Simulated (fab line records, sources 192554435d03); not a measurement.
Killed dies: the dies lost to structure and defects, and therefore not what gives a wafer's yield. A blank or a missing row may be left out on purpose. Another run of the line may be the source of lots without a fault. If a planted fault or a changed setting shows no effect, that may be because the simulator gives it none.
fab line records	flow n5_finfet
record lots=6	wafers=18	last_day=18
route steps=1938 shown BEOL_M6@1243 PASSIVATION@1936
lots that met no fault: from a run of the same line without faults
start_h: hours from the record's opening day to when the first of the lot's shown wafers began	wait_h: hours since the lot's step before	" unchanged from the row above	L1.1+2: a row that stands for several wafers	- no value present, or no start provided	* or withheld: withheld	< > ~ a bound
route shown NAME@n: NAME is a module with steps in the file, n the number in the route of the first one	usual: average and standard deviation across the fault-free wafers	same: alike in all rows	chamber/n: place in a boat	sites: each site's reading	_std_site: how widely they spread, as a standard deviation	_edge_site: the outer-site mean with the inner-site mean subtracted	radius_mm: for every site, how far away it sits from the centre of the wafer	mask NAME#n: copy n	behind: the last tool/chamber to shape the wafer	hold: the reason the lot was held/the length of the hold in hours/how it ended	device: the transistor (n, p or np) that didn't switch	end of line: the tests these same wafers got at the end of their route	a step with no rows: only its recipe	killed: at the first sort, the dies lost to defects and structure; wafer yield is something else	map: per-die view of a wafer (x killed, . not killed, _ where there is no die)
set.NAME: setting as actually run; set.NAME@STEP: the setting as run at that earlier step	model.NAME: the simulator's own value behind a step, which no gauge read
lots at some steps of the route; a table a step, a row a wafer
services: from which hour (start_h, from the record's first day; less than 0 if before it) a tool's chamber was out of use, for how many hours, and why
## steps
# step N5_BEOL_M6_HM_STRIP_39
# recipe chemistry=peroxide_tin_strip	material=TiN	target_depth_a=250	temp_c=50	time_s=158
# step N5_BEOL_M6_SRD_40
# recipe time_s=30	temp_c=23	rinse_liquid=diw	dry=ipa_marangoni
# step N5_BEOL_M6_PRECLEAN_42
# recipe chemistry=residue_remover	time_s=60	temp_c=40
# step N5_BEOL_M6_SRD_43
# recipe time_s=30	temp_c=23	rinse_liquid=diw	dry=ipa_marangoni
# step N5_BEOL_M6_CD_MEAS_35
# recipe target_cd_nm=40	target_cd_y_nm=28	polarity=opening
# usual cd_nm=40.0/0.56
lot.wafer	tool	chamber	start_h	wait_h	cd_nm
L819.3	cd_sem-01	-	251.00	0.0	40.0
L819.4	"	-	"	"	39.7
L819.5	"	-	"	"	40.2
L820.2	cd_sem-01	-	262.36	0.0	39.9
L820.4	"	-	"	"	40.5
L820.5	"	-	"	"	39.9
L822.2	cd_sem-02	-	293.30	0.0	40.2
L822.4	"	-	"	"	40.1
L822.6	"	-	"	"	39.8
L828.3	cd_sem-03	-	300.84	0.0	40.7
L828.4	"	-	"	"	39.7
L828.6	"	-	"	"	40.2
L833.3	cd_sem-03	-	325.83	0.0	41.1
L833.5	"	-	"	"	41.0
L833.6	"	-	"	"	40.5
L835.4	cd_sem-03	-	354.06	0.0	39.6
L835.5	"	-	"	"	39.4
L835.6	"	-	"	"	39.6
# step N5_BEOL_M6_CURE_75
# recipe temp_c=370	time_s=120	ambient=DMADMS/He	material=SiCOH_lowk
# usual lamp_power_pct=52.31/0.058	wafer_temp_C_max=371.6/0.63
lot.wafer	tool	chamber	start_h	wait_h	lamp_power_pct	wafer_temp_C_max
L819.3	uv_cure-03	1	251.14	0.1	52.36	370.7
L819.4	"	1	"	"	52.36	371.7
L819.5	"	1	"	"	52.25	371.2
L820.2	uv_cure-03	0	262.45	0.1	52.38	371.9
L820.4	"	0	"	"	52.33	371.5
L820.5	"	0	"	"	52.34	371.9
L822.2	uv_cure-02	1	293.39	0.1	52.24	371.5
L822.4	"	1	"	"	52.30	371.1
L822.6	"	1	"	"	52.39	371.0
L828.3	uv_cure-02	2	300.98	0.1	52.41	371.7
L828.4	"	2	"	"	52.30	371.4
L828.6	"	2	"	"	52.32	372.4
L833.3	uv_cure-03	2	325.97	0.1	52.34	373.3
L833.5	"	2	"	"	52.29	372.0
L833.6	"	2	"	"	52.37	372.0
L835.4	uv_cure-01	1	354.39	0.3	52.38	373.7
L835.5	"	1	"	"	52.31	372.7
L835.6	"	1	"	"	52.22	373.4
# step N5_BEOL_M6_DEGAS_44
# recipe ambient=vacuum	temp_c=250	time_s=60
# usual heater_power_w=324/29
lot.wafer	tool	chamber	start_h	wait_h	heater_power_w
L819.3	pvd_sputter-01	-	251.39	0.2	287
L819.4	"	-	"	"	358
L819.5	"	-	"	"	313
L820.2	pvd_sputter-03	-	263.24	0.7	326
L820.4	"	-	"	"	351
L820.5	"	-	"	"	328
L822.2	pvd_sputter-02	-	293.87	0.4	320
L822.4	"	-	"	"	391
L822.6	"	-	"	"	359
L828.3	pvd_sputter-03	-	301.34	0.3	326
L828.4	"	-	"	"	304
L828.6	"	-	"	"	298
L833.3	pvd_sputter-03	-	326.21	0.2	299
L833.5	"	-	"	"	352
L833.6	"	-	"	"	304
L835.4	pvd_sputter-03	-	354.73	0.2	324
L835.5	"	-	"	"	334
L835.6	"	-	"	"	343
# step N5_BEOL_M6_PRE_CLEAN_45
# recipe gas=H2/He	time_s=30	temp_c=250
# step N5_BEOL_M6_ALD_77
# recipe material=TaN	target_thk_a=20	temp_c=275	ald_precursor_family=PDMAT	ald_co_reactant=NH3	pressure_torr=3	carrier_flow_sccm=1500	pulse_time_s=2	purge_time_s=3	co_reactant_purge_time_s=2	co_reactant_pulse_time_s=3	ald_cycles=40	precursor_vessel_temp_c=75	precursor_vessel_pressure_torr=26.25	precursor_vessel_carrier_sccm=1000
# usual heater_power_w=409/45
# same purge_time_s=3
lot.wafer	tool	chamber	start_h	wait_h	heater_power_w
L819.3	ald_metal-03	2	251.63	0.2	445
L819.4	"	1	"	"	406
L819.5	"	1	"	"	416
L820.2	ald_metal-02	1	263.34	0.0	415
L820.4	"	2	"	"	438
L820.5	"	2	"	"	439
L822.2	ald_metal-02	3	293.98	0.0	426
L822.4	"	1	"	"	406
L822.6	"	3	"	"	412
L828.3	ald_metal-01	2	301.45	0.1	467
L828.4	"	0	"	"	338
L828.6	"	3	"	"	339
L833.3	ald_metal-01	3	326.31	0.0	334
L833.5	"	1	"	"	393
L833.6	"	0	"	"	332
L835.4	ald_metal-01	0	354.83	0.0	338
L835.5	"	0	"	"	339
L835.6	"	1	"	"	394
# step N5_BEOL_M6_SURFACE_TREAT_79
# recipe gas=Ar	time_s=*	ion_energy_ev=*	ion_current_ma_cm2=0.5	pressure_mtorr=*	ar_flow_sccm=30
# usual ar_flow_sccm=30.01/0.097	throttle_valve_pct=*
lot.wafer	tool	chamber	start_h	wait_h	ar_flow_sccm	throttle_valve_pct
L819.3	pvd_sputter-02	-	251.94	0.2	29.88	*
L819.4	"	-	"	"	29.94	*
L819.5	"	-	"	"	29.90	*
L820.2	pvd_sputter-01	-	263.62	0.2	29.88	*
L820.4	"	-	"	"	30.07	*
L820.5	"	-	"	"	29.96	*
L822.2	pvd_sputter-01	-	294.32	0.2	29.95	*
L822.4	"	-	"	"	29.98	*
L822.6	"	-	"	"	29.97	*
L828.3	pvd_sputter-01	-	301.75	0.2	29.89	*
L828.4	"	-	"	"	29.93	*
L828.6	"	-	"	"	30.03	*
L833.3	pvd_sputter-02	-	326.62	0.2	30.19	*
L833.5	"	-	"	"	30.05	*
L833.6	"	-	"	"	30.03	*
L835.4	pvd_sputter-02	-	355.24	0.3	30.20	*
L835.5	"	-	"	"	29.96	*
L835.6	"	-	"	"	30.20	*
# step N5_BEOL_M6_CVD_78
# recipe material=Co	target_thk_a=20	temp_c=withheld	precursor=CCTBA/H2	pressure_torr=30	time_s=142.3
# step N5_BEOL_M6_SPUTTER_48
# recipe material=Cu	target_thk_a=100	temp_c=-20	bias_v=60	power_w=26000	chamber_pressure_pa=0.13	time_s=1.667
# usual cathode_dc_power_W=26000/5	throttle_valve_pct=29.9/1.2
lot.wafer	tool	chamber	start_h	wait_h	cathode_dc_power_W	throttle_valve_pct
L819.3	pvd_sputter-01	-	252.12	0.1	26001	30.8
L819.4	"	-	"	"	26003	30.1
L819.5	"	-	"	"	26003	30.0
L820.2	pvd_sputter-01	-	263.98	0.2	25995	30.6
L820.4	"	-	"	"	26000	27.2
L820.5	"	-	"	"	26008	30.9
L822.2	pvd_sputter-01	-	294.53	0.1	25997	30.8
L822.4	"	-	"	"	26000	27.7
L822.6	"	-	"	"	26005	27.7
L828.3	pvd_sputter-03	-	302.04	0.2	26004	30.3
L828.4	"	-	"	"	25993	30.8
L828.6	"	-	"	"	25997	30.8
L833.3	pvd_sputter-03	-	326.87	0.1	26006	30.6
L833.5	"	-	"	"	26000	31.1
L833.6	"	-	"	"	26005	30.7
L835.4	pvd_sputter-03	-	357.27	1.6	25994	30.0
L835.5	"	-	"	"	25998	30.2
L835.6	"	-	"	"	26013	30.1
# step N5_BEOL_M6_ECD_50
# recipe material=Cu	target_thk_a=3000
lot.wafer	tool	chamber	start_h	wait_h	model.Cu_of_BEOL_M6_ECD_50.thk_nm
L819.3	ecd_cu-01	0	252.26	0.1	302.4
L819.4	"	1	"	"	301
L819.5	"	0	"	"	301.2
L820.2	ecd_cu-02	1	264.18	0.2	305.4
L820.4	"	1	"	"	301
L820.5	"	1	"	"	300.6
L822.2	ecd_cu-02	0	294.65	0.1	418
L822.4	"	1	"	"	300
L822.6	"	0	"	"	420
L828.3	ecd_cu-02	1	302.18	0.1	300.8
L828.4	"	0	"	"	427.4
L828.6	"	0	"	"	424.8
L833.3	ecd_cu-01	1	327.02	0.1	299
L833.5	"	0	"	"	300.2
L833.6	"	1	"	"	298.8
L835.4	ecd_cu-01	1	357.41	0.1	303
L835.5	"	1	"	"	295.6
L835.6	"	0	"	"	298.6
# step N5_BEOL_M6_ANNEAL_51
# recipe temp_c=225	time_s=90	ambient=N2
# step N5_BEOL_M6_CMP_52
# recipe stop_on=SiCOH_lowk	t_overpolish_s=6.9	down_force_psi=1	platen_rpm=50	clearing_platen_down_force_psi=1.5	clearing_platen_rpm=50	post_cmp_clean=cu_alkaline	target_thk_nm=80	clearing_platen_pad_velocity_m_s=0.99484	pad_velocity_m_s=0.99484
# usual motor_current_A=6.0/0.57	platen_rpm=50.00/0.034	time_to_endpoint_s=62.0/2.1
lot.wafer	tool	chamber	start_h	wait_h	motor_current_A	platen_rpm	time_to_endpoint_s
L819.4	cmp-01	3	252.66	0.2	5.1	50.05	59.4
L819.3	"	1	"	"	6.7	50.03	59.2
L819.5	"	2	"	"	5.8	49.98	59.2
L820.4	cmp-01	0	265.06	0.1	5.4	49.96	62.0
L820.2	"	1	"	"	6.7	49.99	62.7
L820.5	"	0	"	"	5.6	50.00	62.0
L822.2	cmp-04	2	295.62	0.3	6.7	50.04	84.0
L822.4	"	0	"	"	5.8	50.03	61.2
L822.6	"	1	"	"	6.1	50.02	83.7
L828.3	cmp-04	0	303.09	0.2	5.9	49.98	64.3
L828.4	"	2	"	"	6.8	49.99	86.6
L828.6	"	0	"	"	5.7	49.97	89.5
L833.3	cmp-01	0	330.77	0.4	5.7	50.01	60.0
L833.5	"	1	"	"	6.8	49.99	59.2
L833.6	"	2	"	"	5.8	49.98	62.3
L835.4	cmp-01	0	357.87	0.2	5.7	50.02	60.2
L835.5	"	3	"	"	5.4	50.02	61.4
L835.6	"	0	"	"	5.7	50.00	60.5
# step N5_BEOL_M6_THK_MEAS_53
# recipe thk_meas_gauge=xrf	reads=Cu_of_BEOL_M6_ECD_50
# usual M6_THK=79.3/1.6
lot.wafer	tool	chamber	start_h	wait_h	M6_THK[nm]
L819.3	film_metro-02	-	252.92	-	78.6
L819.4	"	-	"	"	75.0
L819.5	"	-	"	"	76.7
L820.2	film_metro-02	-	265.35	-	76.5
L820.4	"	-	"	"	82.1
L820.5	"	-	"	"	79.9
L822.2	film_metro-01	-	295.87	-	78.0
L822.4	"	-	"	"	80.0
L822.6	"	-	"	"	76.7
L828.3	film_metro-02	-	303.35	-	77.5
L828.4	"	-	"	"	75.6
L828.6	"	-	"	"	76.1
L833.3	film_metro-01	-	330.95	-	78.1
L833.5	"	-	"	"	78.5
L833.6	"	-	"	"	76.5
L835.4	film_metro-02	-	358.13	-	80.0
L835.5	"	-	"	"	78.3
L835.6	"	-	"	"	82.5
# step N5_PASSIVATION_PROBE_49
# usual defect_limited_yield=91.0/1.5	killed_at_M0_to_M3=37/12	killed_at_M4_up=13/5	killed_at_contacts=13/6.1	killed_at_front_end=39/11	killed_at_other=4/3.2	killed_dies=106/17	killed_on_rim=13/4.2	killed_open=69/12	killed_short=35/7.9	sort_bin_5_function=5.3/1	sort_bin_6_memory=3.3/0.68	sort_n_pass=1074/17	sort_yield_pct=91.0/1.5
# same gross_dies=1180	killed_at_back_side=0	sort_bin_4_leakage[%]=0	sort_bin_8_speed[%]=0
lot.wafer	tool	chamber	start_h	wait_h	defect_limited_yield[%]	killed_at_M0_to_M3	killed_at_M4_up	killed_at_contacts	killed_at_front_end	killed_at_other	killed_dies	killed_on_rim	killed_open	killed_short	sort_bin_5_function[%]	sort_bin_6_memory[%]	sort_n_pass	sort_yield_pct[%]
L819.3	prober-01	-	335.41	0.1	89.7	69	23	11	17	1	121	13	76	44	6.4	3.5	1059	89.7
L819.4	prober-01	-	335.46	0.2	90.6	60	14	9	25	3	111	17	66	39	6.1	2.9	1069	90.6
L819.5	prober-01	-	335.51	0.2	90.0	50	19	8	39	2	118	13	72	45	5.3	4.3	1062	90.0
L820.2	prober-02	-	355.97	0.1	92.4	36	15	8	29	2	90	9	62	28	4.5	3.0	1090	92.4
L820.4	prober-02	-	356.07	0.2	88.3	55	19	8	47	9	138	11	83	52	6.2	5.2	1042	88.3
L820.5	prober-02	-	356.12	0.2	90.3	51	18	12	33	1	115	14	74	41	5.7	3.8	1065	90.3
L828.3	prober-01	-	390.47	0.1	90.4	43	10	8	41	11	113	16	70	38	6.2	3.3	1067	90.4
L828.4	prober-01	-	390.52	0.2	89.9	47	16	11	40	5	119	14	75	39	5.8	3.8	1061	89.9
L828.6	prober-01	-	390.62	0.3	90.7	52	19	12	27	0	110	13	71	35	5.8	3.1	1070	90.7
# killed by level:class
L819.3 BEOL_M0_SAQP:geometric_particle:open=24 BEOL_M0_SAQP:geometric_particle:short=24 BEOL_M4:geometric_particle:open=14 MOL_CONTACT_COAG:geometric_particle:open=8 BEOL_M2:geometric_particle:open=6 STI_FIN_REVEAL:geometric_particle:open=4 BEOL_M2:geometric_particle:short=4 BEOL_M3:geometric_particle:short=4
L819.4 BEOL_M0_SAQP:geometric_particle:open=20 BEOL_M0_SAQP:geometric_particle:short=16 BEOL_M3:geometric_particle:open=9 BEOL_M2:geometric_particle:open=8 BEOL_M4:geometric_particle:open=8 GATE_CUT:geometric_particle:short=6 MOL_CONTACT_COAG:geometric_particle:open=5 MOL_CONTACT_COAG:geometric_particle:short=4
L819.5 BEOL_M0_SAQP:geometric_particle:short=22 BEOL_M0_SAQP:geometric_particle:open=15 STI_FIN_REVEAL:geometric_particle:open=12 BEOL_M4:geometric_particle:open=7 GATE_CUT:geometric_particle:open=6 MOL_CONTACT_COAG:geometric_particle:open=6 BEOL_M4:geometric_particle:short=5 STARTING-WAFER:geometric_particle:open=4
L820.2 BEOL_M0_SAQP:geometric_particle:open=9 MOL_CONTACT_COAG:geometric_particle:open=8 BEOL_M0_SAQP:geometric_particle:short=8 BEOL_M4:geometric_particle:open=7 STI_FIN_REVEAL:geometric_particle:open=6 BEOL_M1:geometric_particle:open=6 BEOL_M2:geometric_particle:open=6 DUMMY_GATE:geometric_particle:open=4
L820.4 BEOL_M0_SAQP:geometric_particle:open=21 FIN_SAQP:geometric_particle:short=10 BEOL_M0_SAQP:geometric_particle:short=10 BEOL_M3:geometric_particle:open=10 GATE_CUT:geometric_particle:short=9 DUMMY_GATE:geometric_particle:open=8 BEOL_M4:geometric_particle:open=8 GATE_CUT:geometric_particle:open=6
L820.5 BEOL_M0_SAQP:geometric_particle:short=11 BEOL_M3:geometric_particle:open=11 BEOL_M0_SAQP:geometric_particle:open=11 MOL_CONTACT_COAG:geometric_particle:open=9 STI_FIN_REVEAL:geometric_particle:open=8 BEOL_M2:geometric_particle:open=8 FIN_SAQP:geometric_particle:open=7 BEOL_M4:geometric_particle:open=6
L828.3 FIN_SAQP:geometric_particle:open=12 FIN_SAQP:geometric_particle:short=11 BEOL_M0:geometric_particle:open=10 BEOL_M1:geometric_particle:open=8 MOL_CONTACT_COAG:geometric_particle:open=6 BEOL_M0_SAQP:geometric_particle:short=6 BEOL_M0_SAQP:geometric_particle:open=5 BEOL_M2:geometric_particle:open=5
L828.4 BEOL_M0_SAQP:geometric_particle:open=10 FIN_SAQP:geometric_particle:open=8 MOL_CONTACT_COAG:geometric_particle:open=8 BEOL_M1:geometric_particle:open=8 FIN_SAQP:geometric_particle:short=7 GATE_CUT:geometric_particle:short=6 BEOL_M0_SAQP:geometric_particle:short=6 BEOL_M0:geometric_particle:open=6
L828.6 BEOL_M1:geometric_particle:open=15 BEOL_M0_SAQP:geometric_particle:short=10 FIN_SAQP:geometric_particle:open=8 MOL_CONTACT_COAG:geometric_particle:open=8 BEOL_M0_SAQP:geometric_particle:open=7 BEOL_M2:geometric_particle:open=7 BEOL_M4:geometric_particle:open=6 BEOL_M5:geometric_particle:open=6
## services
tool	chamber	start_h	hours	kind
uv_cure-03	-	228.57	2.1	pm
cmp-01	-	237.79	4.0	pm
cmp-01	-	241.79	-	consumable_replace:conditioner
cmp-01	-	241.79	-	consumable_replace:pad
ald_metal-03	3	242.68	10.8	repair
ald_metal-03	0	245.07	17.8	repair
cmp-04	-	255.24	0.7	repair
ecd_cu-01	-	255.77	4.6	repair
uv_cure-01	-	256.47	24.0	repair
uv_cure-03	-	273.72	7.6	repair
uv_cure-03	-	294.73	0.2	repair
uv_cure-03	-	294.93	0.3	repair
uv_cure-03	-	304.41	0.4	repair
cmp-04	-	306.38	0.4	repair
ald_metal-03	-	307.30	1.4	repair
cmp-04	-	314.71	4.0	pm
cmp-04	-	318.71	-	consumable_replace:conditioner
ald_metal-02	2	325.38	14.6	repair
ald_metal-03	-	334.23	0.6	repair
ald_metal-01	1	334.64	3.9	repair
ald_metal-01	3	337.61	-	calibration
cmp-01	-	343.50	0.9	repair
ald_metal-02	2	345.97	24.5	repair
ald_metal-01	-	352.36	1.1	repair
## key
first_sign step=N5_BEOL_M6_CMP_52	reading=time_to_endpoint_s	direction=up	sigmas=11	usual=*	struck=*
effect none on later readings
model_effect step=N5_BEOL_M6_ECD_50	value=Cu_of_BEOL_M6_ECD_50.thk_nm	without=302.4	struck=422.6
met_at N5_BEOL_M6_ECD_50
struck_wafers L822.2,L822.6,L828.4,L828.6
fault kind=process_parameter_drift	tool=ecd_cu-02	chamber=0	onset_h=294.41	steps=N5_BEOL_M6_ECD_50	channel=target_thk_a	offset=*	shape=step	end_h=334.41	acts_in=*	stated=*
